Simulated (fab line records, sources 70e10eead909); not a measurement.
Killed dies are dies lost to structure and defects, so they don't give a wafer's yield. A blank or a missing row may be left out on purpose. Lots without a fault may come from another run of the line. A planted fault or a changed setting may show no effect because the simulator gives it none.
fab line records | flow nand_harc
record lots=6 wafers=16 last_day=33
route steps=1302 shown P_CONTACT@225 END@1302
lots that met no fault: from a run of the same line without faults
start_h: hours from the record's first day to the start of the lot's first wafer shown | wait_h: hours since the lot's step before | " the same as in the row above | L1.1+2: a row that stands for several wafers | - no value, or no start given | * or withheld: withheld | < > ~ a bound
route shown NAME@n: a module of which the file shows steps, and the number in the route of the first | usual: mean/standard deviation of fault-free wafers | same: alike in all rows | chamber/n: place in a boat | sites: the reading at each site | _std_site: their standard deviation | _edge_site: outer sites' mean less inner sites' | radius_mm: how far each site lies from the wafer's centre | mask NAME#n: copy n | behind: the tool/chamber that last shaped the wafer | hold: why the lot was held/for how many hours/how that ended | device: the transistor (n, p or np) that didn't switch | end of line: the same wafers' tests at the end of the route | a step without rows: its recipe alone | killed: dies lost to structure and defects at the first sort, not the wafer's yield | map: a wafer's dies, x killed, . not, _ none there
set.NAME: the setting as run; set.NAME@STEP: as run at that earlier step | model.NAME: the simulator's own value behind a step, which no gauge read
lots at some steps of the route; a table a step, a row a wafer
services: from which hour (start_h, from the record's first day; less than 0 if before it) a tool's chamber was out of use, for how many hours, and why
## steps
# step NHARC_P_CONTACT_COAT_34
# recipe temp_c=225 time_s=65
# step NHARC_P_CONTACT_COAT_06
# recipe spin_rpm=1500 resist_thk_nm=90
# step NHARC_P_CONTACT_SOFTBAKE_07
# recipe temp_c=105 time_s=55
# step NHARC_P_CONTACT_EBR_08
# step NHARC_P_CONTACT_EXPOSE_09
# recipe na=1.35 target_cd_nm=90 dose_mj=81.26 mask_id=P_CA
# step NHARC_P_CONTACT_PEB_10
# recipe peb_temp_c=100 peb_time_s=65
# step NHARC_P_CONTACT_DEVELOP_11
# recipe develop_time_s=35 dev_temp_c=23
# step NHARC_P_CONTACT_CD_MEAS_12
# recipe target_cd_nm=90 landing_energy_ev=500
# usual cd_nm=90.0/0.79
# columns lot.wafer tool chamber start_h wait_h cd_nm
L656.2 cd_sem-03 0 218.48 - 89.8
L656.4 " 0 " " 90.5
L656.5 " 0 " " 89.9
L658.2 cd_sem-03 0 235.42 - 89.1
L658.5 " 0 " " 89.2
L658.6 " 0 " " 89.4
L661.4 cd_sem-03 0 274.66 - 90.3
L661.5 " 0 " " 89.7
L662.4 cd_sem-03 0 294.03 - 91.1
L662.5 " 0 " " 90.2
L668.1 cd_sem-01 0 335.01 - 88.8
L668.5 " 0 " " 88.4
L668.6 " 0 " " 89.0
L669.3 cd_sem-01 0 347.47 - 90.8
L669.4 " 0 " " 91.6
L669.6 " 0 " " 89.4
# step NHARC_P_CONTACT_OVL_MEAS_13
# usual overlay_x_nm=-0.1/0.74 overlay_y_nm=-0.3/0.72
# columns lot.wafer tool chamber start_h wait_h overlay_x_nm overlay_y_nm
L656.2 overlay-01 - 218.57 - -0.2 -0.1
L656.4 " - " " 0.0 -0.6
L656.5 " - " " -0.7 0.0
L658.2 overlay-01 - 235.51 - 0.7 0.7
L658.5 " - " " 0.8 0.1
L658.6 " - " " 1.1 0.4
L661.4 overlay-02 - 274.74 - -1.5 0.2
L661.5 " - " " -1.6 0.0
L662.4 overlay-01 - 294.12 - -0.8 0.0
L662.5 " - " " -0.7 -0.1
L668.1 overlay-01 - 335.10 - -0.8 0.1
L668.5 " - " " -0.8 0.3
L668.6 " - " " -1.0 0.2
L669.3 overlay-02 - 347.55 - 0.2 -0.9
L669.4 " - " " 0.4 -0.4
L669.6 " - " " 0.2 -1.1
# step NHARC_P_CONTACT_INSPECT_14
# usual raw_defect_count=4.3/2.6
# columns lot.wafer tool chamber start_h wait_h raw_defect_count
L656.2 defect_inspect-02 - 218.61 0.0 2
L656.4 " - " " 1
L656.5 " - " " 4
L658.2 defect_inspect-02 - 235.55 0.0 8
L658.5 " - " " 2
L658.6 " - " " 4
L661.4 defect_inspect-02 - 274.78 0.0 2
L661.5 " - " " 5
L662.4 defect_inspect-02 - 294.15 0.0 2
L662.5 " - " " 2
L668.1 defect_inspect-02 - 335.15 0.1 2
L668.5 " - " " 3
L668.6 " - " " 6
L669.3 defect_inspect-01 - 347.59 0.0 6
L669.4 " - " " 2
L669.6 " - " " 1
# step NHARC_P_CONTACT_DESCUM_17
# recipe time_s=3 o2_flow_sccm=200 ar_flow_sccm=0 bias_power_w=0 chemistry=O2
# usual drypump_motor_current_A=5.7/0.47 oes_product_au=0.996/0.015 rf_vpp_V=57.9/0.97 showerhead_plenum_p_Torr=1.92/0.1 throttle_valve_pct=11.311/0.0094
# columns lot.wafer tool chamber start_h wait_h drypump_motor_current_A oes_product_au rf_hours_counter_h rf_vpp_V showerhead_plenum_p_Torr throttle_valve_pct
L656.4 rie_diel-13 3 218.67 0.1 6.0 0.980 1.2 58.5 1.79 11.307
L656.2 " 1 " " 5.1 0.999 1.2 57.0 1.79 11.308
L656.5 " 3 " " 6.0 0.982 - 57.5 1.79 11.307
L658.2 rie_diel-13 1 235.61 0.1 5.0 1.008 1.8 57.9 1.79 11.317
L658.6 " 1 " " 5.0 1.014 - 58.0 1.79 11.303
L658.5 " 2 " " 6.7 1.022 - 58.2 1.91 11.301
L661.4 rie_diel-13 3 274.85 0.1 6.0 0.970 3.4 57.1 1.79 11.301
L661.5 " 2 " " 6.7 1.021 - 56.9 1.91 11.310
L662.4 rie_diel-13 3 294.23 0.1 6.0 0.988 4.1 56.6 1.79 11.311
L662.5 " 2 " " 6.7 1.026 - 57.4 1.91 11.281
L668.1 rie_diel-10 1 335.22 0.1 5.6 0.988 4.0 57.8 1.88 11.309
L668.6 " 0 " " 5.8 0.986 - 59.0 2.04 11.300
L668.5 " 1 " " 5.6 0.989 - 59.3 1.88 11.315
L669.3 rie_diel-10 3 347.65 0.1 5.4 0.992 4.6 58.7 2.05 11.300
L669.4 " 2 " " 5.7 0.976 4.4 58.6 1.91 11.321
L669.6 " 0 " " 5.8 0.999 - 58.3 2.04 11.314
# step NHARC_P_CONTACT_ETCH_35
# recipe target_depth_a=390 over_etch_frac=0.3 time_s=65 ion_energy_ev=80 cf4_flow_sccm=150 ar_flow_sccm=0 rf_w=300 bias_w=100 chemistry=CF4
# usual bias_w=100.00/0.3 drypump_motor_current_A=5.7/0.45 oes_product_au=0.994/0.015 rf_vpp_V=151.4/1.3 showerhead_plenum_p_Torr=1.78/0.086 throttle_valve_pct=13.285/0.0097
# columns lot.wafer tool chamber start_h wait_h bias_w drypump_motor_current_A oes_product_au rf_hours_counter_h rf_vpp_V showerhead_plenum_p_Torr throttle_valve_pct
L656.4 rie_diel-13 3 218.76 0.1 100.04 6.0 0.975 1.2 149.7 1.66 13.283
L656.2 " 0 " " 100.51 6.1 0.979 1.3 152.0 1.71 13.285
L656.5 " 3 " " 100.36 6.0 0.964 - 149.0 1.66 13.290
L658.2 rie_diel-13 3 235.71 0.1 100.55 6.0 0.976 1.8 149.5 1.66 13.287
L658.5 " 0 " " 100.10 6.0 0.977 - 149.5 1.71 13.300
L658.6 " 1 " " 100.10 5.0 1.011 - 150.4 1.66 13.275
L661.4 rie_diel-13 2 274.93 0.1 100.37 6.7 1.016 3.2 150.5 1.77 13.295
L661.5 " 2 " " 100.07 6.7 1.012 - 151.8 1.77 13.308
L662.4 rie_diel-13 0 294.30 0.1 99.85 6.1 0.989 4.1 150.6 1.71 13.284
L662.5 " 0 " " 99.81 6.1 0.972 - 149.9 1.71 13.293
L668.1 rie_diel-10 3 335.31 0.1 99.83 5.4 1.001 4.0 153.7 1.89 13.280
L668.6 " 1 " " 99.79 5.6 0.982 - 150.9 1.74 13.275
L668.5 " 2 " " 99.74 5.7 0.989 - 151.4 1.77 13.286
L669.3 rie_diel-10 1 347.74 0.1 99.93 5.6 0.987 4.7 149.4 1.74 13.300
L669.4 " 3 " " 99.91 5.4 0.992 4.6 153.2 1.89 13.288
L669.6 " 1 " " 99.94 5.6 0.980 - 150.6 1.74 13.277
# step NHARC_P_CONTACT_ETCH_36
# recipe target_depth_a=2600 over_etch_frac=0.25 time_s=406.25 ion_energy_ev=200 n2_flow_sccm=150 h2_flow_sccm=150 ar_flow_sccm=0 rf_w=400 bias_w=150 chemistry=N2/H2
# usual bias_w=150.1/0.44 drypump_motor_current_A=5.7/0.44 oes_product_au=0.995/0.015 rf_vpp_V=431/3.1 showerhead_plenum_p_Torr=2.05/0.11 throttle_valve_pct=14.173/0.0091
# columns lot.wafer tool chamber start_h wait_h bias_w drypump_motor_current_A oes_product_au rf_hours_counter_h rf_vpp_V showerhead_plenum_p_Torr throttle_valve_pct
L656.4 rie_diel-13 3 218.84 - 150.5 6.1 0.972 1.3 428 1.90 14.153
L656.2 " 1 " " 150.3 5.0 1.012 1.3 428 1.90 14.173
L656.5 " 3 " " 150.7 6.1 0.976 - 427 1.90 14.168
L658.2 rie_diel-13 0 235.78 - 149.3 6.0 0.976 2.0 429 1.96 14.171
L658.5 " 0 " " 149.6 6.0 0.989 - 428 1.96 14.171
L658.6 " 1 " " 151.2 5.1 1.019 - 427 1.90 14.168
L661.4 rie_diel-13 1 275.01 - 149.8 5.0 0.865 3.4 426 1.90 14.164
L661.5 " 1 " " 150.1 5.0 1.024 - 427 1.90 14.181
L662.4 rie_diel-13 1 294.45 - 149.9 5.0 0.862 4.2 426 1.90 14.187
L662.5 " 0 " " 151.0 6.0 0.975 - 428 1.96 14.186
L668.1 rie_diel-10 0 335.39 - 150.3 5.7 0.994 4.4 435 2.18 14.175
L668.6 " 0 " " 150.2 5.8 0.987 - 434 2.18 14.160
L668.5 " 1 " " 149.5 5.6 0.995 - 429 2.00 14.163
L669.3 rie_diel-10 3 347.85 - 149.5 5.4 1.004 4.7 436 2.19 14.179
L669.4 " 0 " " 150.2 5.7 1.013 5.0 432 2.18 14.174
L669.6 " 2 " " 150.6 5.7 0.994 - 432 2.04 14.168
# step NHARC_P_CONTACT_ETCH_18
# recipe target_depth_a=4810 time_s=240.5 c4f8_flow_sccm=20 o2_flow_sccm=10 ar_flow_sccm=withheld rf_w=600 bias_w=1500 chemistry=C4F8/O2/Ar
# usual bias_w=1500/4.4 oes_product_au=0.957/0.02 rf_vpp_V=978/6.7
# columns lot.wafer tool chamber start_h wait_h bias_w oes_product_au rf_hours_counter_h rf_vpp_V
L656.2 rie_diel-13 2 - - 1509 0.987 1.2 976
L656.4 " 3 " " 1501 0.944 1.5 969
L656.5 " 2 " " 1514 0.988 - 977
L658.2 rie_diel-13 0 - - 1493 0.958 2.2 973
L658.5 " 2 " " 1506 0.987 - 978
L658.6 " 3 " " 1494 0.967 - 969
L661.4 rie_diel-13 2 - - 1503 0.962 3.4 980
L661.5 " 3 " " 1497 0.955 - 971
L662.4 rie_diel-13 1 - - 1498 0.973 4.3 969
L662.5 " 1 " " 1501 0.970 - 970
L668.1 rie_diel-10 0 - - 1500 0.944 4.6 987
L668.6 " 1 " " 1496 0.955 - 976
L668.5 " 2 " " 1498 0.955 - 976
L669.3 rie_diel-10 1 - - 1505 0.962 4.9 975
L669.4 " 3 " " 1499 0.950 4.9 987
L669.6 " 2 " " 1496 0.961 - 978
# step NHARC_END_SORT_01
# recipe temp_c=25
# usual killed_at_array=61/24 killed_at_other=1.2/1.3 killed_at_periphery=3.7/2.6 killed_dies=66/23 killed_open=3.3/1.8 killed_short=2.4/1.6
# same gross_dies=677
# columns lot.wafer tool chamber start_h wait_h killed_at_array killed_at_other killed_at_periphery killed_dies killed_open killed_short
L656.2 prober-02 0 670.37 2.8 88 0 1 89 2 1
L656.4 prober-02 0 671.95 3.4 96 1 2 99 3 4
L656.5 prober-02 0 672.73 3.6 88 0 4 92 2 1
L658.2 prober-02 0 680.15 2.8 61 1 7 69 2 5
L658.5 prober-02 0 682.58 3.7 72 1 1 74 4 2
L658.6 prober-02 0 683.39 4.1 64 2 3 69 3 2
L661.4 prober-02 0 712.00 3.4 76 0 380 456 2 2
L661.5 prober-02 0 712.80 3.7 80 0 3 83 2 1
L662.4 prober-02 0 752.45 3.4 73 1 388 462 3 4
L662.5 prober-02 0 753.26 3.8 70 1 5 76 2 2
L668.1 prober-02 0 780.27 2.6 23 5 4 32 6 2
L668.5 prober-02 0 783.45 3.7 37 3 5 45 7 3
L668.6 prober-02 0 784.25 4.0 21 4 6 31 4 2
L669.3 prober-02 0 789.64 3.1 23 6 6 35 9 0
L669.4 prober-02 0 790.45 3.4 16 3 3 22 2 0
L669.6 prober-02 0 792.05 4.0 24 2 2 28 1 2
# killed by level:class
L656.2 A_SLIT:chamber_film_flake=40 A_CHANNEL_HOLE_D1:chamber_film_flake=24 A_CONTACT:chamber_film_flake=9 A_SGD_CUT:chamber_film_flake=7 A_CHANNEL_HOLE_D2:chamber_film_flake=3 A_STAIRCASE:chamber_film_flake=2 A_WL_FILL:geometric_particle:short=1 A_WL_FILL:geometric_particle:open=1
L656.4 A_SLIT:chamber_film_flake=36 A_CHANNEL_HOLE_D1:chamber_film_flake=35 A_CONTACT:chamber_film_flake=7 A_SGD_CUT:chamber_film_flake=5 A_WL_FILL:chamber_film_flake=4 A_STAIRCASE:chamber_film_flake=3 A_WL_FILL:geometric_particle:short=2 P_CONTACT:geometric_particle:short=1
L656.5 A_CHANNEL_HOLE_D1:chamber_film_flake=33 A_SLIT:chamber_film_flake=32 A_CONTACT:chamber_film_flake=11 A_CHANNEL_HOLE_D2:chamber_film_flake=3 A_WL_FILL:chamber_film_flake=3 P_ZERO_WELL:chamber_film_flake=2 A_SGD_CUT:chamber_film_flake=2 A_ONON_D1:geometric_particle:open=1
L658.2 A_CHANNEL_HOLE_D1:chamber_film_flake=28 A_CHANNEL_HOLE_D2:chamber_film_flake=15 A_STAIRCASE:chamber_film_flake=7 P_ZERO_WELL:chamber_film_flake=3 P_GATE:chamber_film_flake=3 A_CONTACT:chamber_film_flake=3 A_WL_FILL:geometric_particle:short=2 A_DECK1_JOINT:chamber_film_flake=2
L658.5 A_CHANNEL_HOLE_D1:chamber_film_flake=31 A_CHANNEL_HOLE_D2:chamber_film_flake=20 A_STAIRCASE:chamber_film_flake=7 A_SLIT:chamber_film_flake=5 A_CHANNEL_FILL_D2:geometric_particle:open=2 A_CONTACT:chamber_film_flake=2 A_CHANNEL_HOLE_D1:geometric_particle:short=1 A_DECK1_JOINT:geometric_particle:short=1
L658.6 A_CHANNEL_HOLE_D1:chamber_film_flake=36 A_CHANNEL_HOLE_D2:chamber_film_flake=13 A_STAIRCASE:chamber_film_flake=5 A_CONTACT:chamber_film_flake=3 P_ZERO_WELL:chamber_film_flake=2 A_SLIT:chamber_film_flake=2 THIN_TSV:chamber_film_flake=2 P_STI:geometric_particle:open=1
L661.4 P_CONTACT:area_etch=379 A_CHANNEL_HOLE_D1:chamber_film_flake=36 A_CHANNEL_HOLE_D2:chamber_film_flake=23 A_CONTACT:chamber_film_flake=7 A_SLIT:chamber_film_flake=3 A_STAIRCASE:chamber_film_flake=2 A_CHANNEL_FILL_D1:geometric_particle:short=1 A_ONON_D2:geometric_particle:open=1
L661.5 A_CHANNEL_HOLE_D1:chamber_film_flake=38 A_CHANNEL_HOLE_D2:chamber_film_flake=22 A_CONTACT:chamber_film_flake=10 A_SLIT:chamber_film_flake=5 P_GATE:chamber_film_flake=2 A_CHANNEL_FILL_D2:geometric_particle:short=1 A_CHANNEL_FILL_D2:geometric_particle:open=1 A_WL_FILL:chamber_film_flake=1
L662.4 P_CONTACT:area_etch=386 A_CHANNEL_HOLE_D1:chamber_film_flake=34 A_CHANNEL_HOLE_D2:chamber_film_flake=25 A_CONTACT:chamber_film_flake=4 A_STAIRCASE:chamber_film_flake=2 P_GATE:geometric_particle:open=1 A_ONON_D2:geometric_particle:short=1 A_ONON_D2:geometric_particle:open=1
L662.5 A_CHANNEL_HOLE_D2:chamber_film_flake=35 A_CHANNEL_HOLE_D1:chamber_film_flake=27 A_CONTACT:chamber_film_flake=2 P_M2:chamber_film_flake=2 P_CONTACT:geometric_particle:short=1 A_DECK1_JOINT:geometric_particle:open=1 A_SGD_CUT:geometric_particle:short=1 A_M1:geometric_particle:open=1
L668.1 A_SLIT:chamber_film_flake=8 A_CONTACT:chamber_film_flake=8 THIN_TSV:chamber_film_flake=4 P_GATE:geometric_particle:open=2 P_CONTACT:geometric_particle:open=2 A_CHANNEL_FILL_D1:geometric_particle:open=2 A_CHANNEL_HOLE_D2:chamber_film_flake=2 A_ONON_D1:geometric_particle:short=1
L668.5 A_CONTACT:chamber_film_flake=19 A_SLIT:chamber_film_flake=6 P_GATE:chamber_film_flake=3 A_ONON_D1:geometric_particle:short=2 A_CHANNEL_FILL_D1:geometric_particle:open=2 A_STAIRCASE:chamber_film_flake=2 A_WL_FILL:chamber_film_flake=2 THIN_TSV:chamber_film_flake=2
L668.6 A_SLIT:chamber_film_flake=8 A_CONTACT:chamber_film_flake=6 P_GATE:chamber_film_flake=4 THIN_TSV:chamber_film_flake=3 P_CONTACT:geometric_particle:short=1 P_M1:geometric_particle:short=1 A_CHANNEL_FILL_D1:geometric_particle:open=1 A_ONON_D2:geometric_particle:open=1
L669.3 A_SLIT:chamber_film_flake=10 THIN_TSV:chamber_film_flake=6 P_ZERO_WELL:chamber_film_flake=3 A_M0:geometric_particle:open=2 A_WL_FILL:chamber_film_flake=2 P_GATE:geometric_particle:open=1 P_M0:geometric_particle:open=1 A_SOURCE_PLATE:geometric_particle:open=1
L669.4 A_SLIT:chamber_film_flake=9 THIN_TSV:chamber_film_flake=3 P_ZERO_WELL:chamber_film_flake=2 A_CONTACT:chamber_film_flake=2 P_M0:geometric_particle:open=1 A_CHANNEL_HOLE_D2:geometric_particle:open=1 A_ZERO_WELL:chamber_film_flake=1 A_CHANNEL_HOLE_D1:chamber_film_flake=1
L669.6 A_SLIT:chamber_film_flake=7 A_STAIRCASE:chamber_film_flake=4 A_CONTACT:chamber_film_flake=4 A_DECK1_JOINT:chamber_film_flake=2 A_CHANNEL_HOLE_D2:chamber_film_flake=2 A_WL_FILL:chamber_film_flake=2 THIN_TSV:chamber_film_flake=2 P_M0:geometric_particle:short=1
# map L661.4 (x killed, . not)
____________x____________
_________..xx.x._________
_______xx.xxxxx.xx_______
______xx.x...xxxxx.______
_____.x.xx...xxxxxxx_____
____..x......x.x...x.____
____..x.x.xx.x.x.xx..____
___x.x.xx.x..x.xx...xx___
___xx..xx.x.xxxx.xxx..___
__..xxx.xxxxx.x.xxx..x.__
__x..xx.xxxxxx.xx.x..xx__
_x...xx.xxxx..xx.xx..xxx_
_.xxx.x.xxxx.xx..xx..xxx_
_x..x.x.xxx.xx...x.xxxxx_
_x..xx..xxxx.x.xx...xxx._
_xx...xxxx...xxxxxx.xxxx_
x.xx.xxx..x..xxxxxx..x.xx
xxx...xx.xxx..xxx.xxxxxxx
xxxx...x.x..xxx.x.xxx.xxx
x.xxx.xxxxx.x.x.x...xxxxx
xxx..x.xxxxx.x.xxxxx.x...
_..xxxxxx.xx.x.x.x.xxxxx_
_..x.xxx.xxxxx.xxxx.xx.x_
_xx..xxxxxxx.xx.xxxxxxxx_
_x.xx.xxxx.xx.x....xxxxx_
_.xxxx..xx.xxx.x...xx.xx_
__.x.x.xxxxxxxx.xxxxxxx__
__.xxxxxxxxx.xxx.xxx.xx__
___xxxxx.xxx.xxxxx.xxx___
___....x.xxxx.x.xx.xxx___
____.xxx.xxxxxxxxxxxx____
____xxxxxxxxxxxx..xxx____
_____xx..xxx.xxx.xx._____
______xxxxxxx.xxxxx______
_______.x.xxxxxxxx_______
_________xxx.xxx_________
____________x____________
# map L662.4 (x killed, . not)
____________.____________
_________xxxxxxx_________
_______.xxxx.xxxxx_______
______xxxxxxx.xxxxx______
_____xx.x...x.xxxxxx_____
____xx.xx.xxxx.xxx.xx____
____xx.xxxxx....xxxxx____
___xx..xxx.xx.xx.xxxxx___
___.xxx.xxxxx...xxxxxx___
__xx.xxxxxxx.x....xxxxx__
__xxx..xxxx.xxxxx.xxxxx__
_xxx.x.xxxxxx...x.xxxxxx_
_xxx...xxxx....xxxxxxxxx_
_x.xxxx..xxx.xxxxxxxxxxx_
_xxxx..xxx....xx..xxxxxx_
_xxx.....xx.x.x.xxxxxxxx_
xxxx....x...xx...xxxxxxxx
xxx.x.xx.x.x...xxx.x.xxxx
xxxxx.x.............xxxxx
x............x....xxxxxxx
xxxxx...xx.xx..x...xxxxxx
_.xxxx..x....x..x.x.xxxx_
_x.x..x.....x.x....xxxxx_
_xxxxx.....xx...xxxxxxxx_
_x.x.x.....xx..xxx.xxxxx_
_xx....x.x..xx..x.x.xxxx_
__x.xx.xx.xxx..xxx..xxx__
__xxxxx.xx.xxx.x.xxxxxx__
___xx.x.x..x..x.x.x.xx___
___x.xx.x.xxx.xxxxxxxx___
____xx.xx.xxxx.xxxxxx____
____xx.xxxxxxxxxxxxxx____
_____xxx.xxxx.xxxxxx_____
______xxxxxxxxxxxxx______
_______xx.xxx.xxxx_______
_________xxxxxxx_________
____________.____________
## services
# columns tool chamber start_h hours kind
rie_diel-13 0 198.51 - clean
rie_diel-13 1 198.51 - clean
rie_diel-13 2 198.51 - clean
rie_diel-13 3 198.51 - clean
rie_diel-13 0 223.01 - clean
rie_diel-13 1 223.01 - clean
rie_diel-13 2 223.01 - clean
rie_diel-13 3 223.01 - clean
rie_diel-10 - 242.63 9.0 pm
rie_diel-13 0 247.51 - clean
rie_diel-13 1 247.51 - clean
rie_diel-13 2 247.51 - clean
rie_diel-13 3 247.51 - clean
rie_diel-13 - 255.65 1.1 repair
rie_diel-13 0 272.01 - clean
rie_diel-13 1 272.01 - clean
rie_diel-13 2 272.01 - clean
rie_diel-13 3 272.01 - clean
rie_diel-13 0 296.51 - clean
rie_diel-13 1 296.51 - clean
rie_diel-13 2 296.51 - clean
rie_diel-13 3 296.51 - clean
rie_diel-13 0 321.01 - clean
rie_diel-13 - 342.01 9.0 pm
## key
first_sign step=NHARC_P_CONTACT_ETCH_36 reading=oes_product_au direction=down sigmas=8.8 usual=0.995 struck=0.864
effect step=NHARC_END_SORT_01 reading=killed_at_periphery direction=up sigmas=99+ usual=3.7 struck=384
more_kills_born_at NHARC_P_CONTACT_ETCH_36@rie_diel-13=765
met_at NHARC_P_CONTACT_ETCH_36
struck_wafers L661.4,L662.4
later_rows_left_out L661.4,L662.4
tester_left_out L661,L662
onset_between 235.78 275.01
fault kind=process_parameter_drift tool=rie_diel-13 chamber=- onset_h=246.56 steps=NHARC_P_CONTACT_ETCH_36 channel=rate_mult offset=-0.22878 shape=step end_h=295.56 scope=struck_wafers_only
# tester_left_out: of these lots the tester's yield and bins aren't shown, on N5 and GAA mostly nor the transistor test; their killed dies are dies lost to structure and defects alone, not to doping, threshold or leakage, so they don't give the yield
# later_rows_left_out: the simulator's readings of these wafers behind a module that went badly wrong aren't trusted and aren't shown, but for the sort
